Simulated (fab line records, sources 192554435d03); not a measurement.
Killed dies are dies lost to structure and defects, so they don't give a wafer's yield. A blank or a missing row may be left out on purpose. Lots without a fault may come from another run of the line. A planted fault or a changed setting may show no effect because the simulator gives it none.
Chamber matching | flow n5_finfet | N5_MOL_CONTACT_COAG_ETCHBACK_136 on rie_diel-02: 4 sister chambers
The step etches SiO2 in CHF3, target depth 25 nm, time 16.7 s. 4 wafers are shown with their chamber, then 9 later ones without.

WAFERS WITH THEIR CHAMBER
wafer  | chamber | showerhead_plenum_p_Torr (Torr)
L087.3 | 2       | 2.53
L092.1 | 3       | 2.40
L092.3 | 0       | 2.27
L092.4 | 1       | 2.40

WAFERS WITHOUT THEIR CHAMBER
wafer  | showerhead_plenum_p_Torr (Torr)
L094.1 | 2.40
L094.3 | 2.52
L094.5 | 2.40
L095.4 | 2.40
L095.5 | 2.40
L095.6 | 2.27
L097.2 | 2.40
L097.3 | 2.40
L097.5 | 2.40

WHICH CHAMBER EACH WENT THROUGH
wafer  | from the rows above     | in truth
L094.1 | can't be placed: 1 or 3 | 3
L094.3 | 2                       | 2
L094.5 | can't be placed: 1 or 3 | 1
L095.4 | can't be placed: 1 or 3 | 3
L095.5 | can't be placed: 1 or 3 | 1
L095.6 | 0                       | 0
L097.2 | can't be placed: 1 or 3 | 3
L097.3 | can't be placed: 1 or 3 | 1
L097.5 | can't be placed: 1 or 3 | 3
Placed correctly: 2 of 9. Can't be placed from these rows: 7 (the true chamber is among the candidates in 7). Placed wrongly: 0.
How it was worked out, from the rows above alone: a wafer's distance from a chamber is the root of the sum, over the readings, of the square of ((its reading less the chamber's mean) divided by the reading's scatter). The wafer belongs to the nearest chamber; if the next one is less than 2 further off, it can't be placed. A chamber's mean is the mean of its shown wafers. The scatter: with one shown wafer a chamber, the root of the mean of the squares of how far each hidden wafer lies from its nearest shown one.
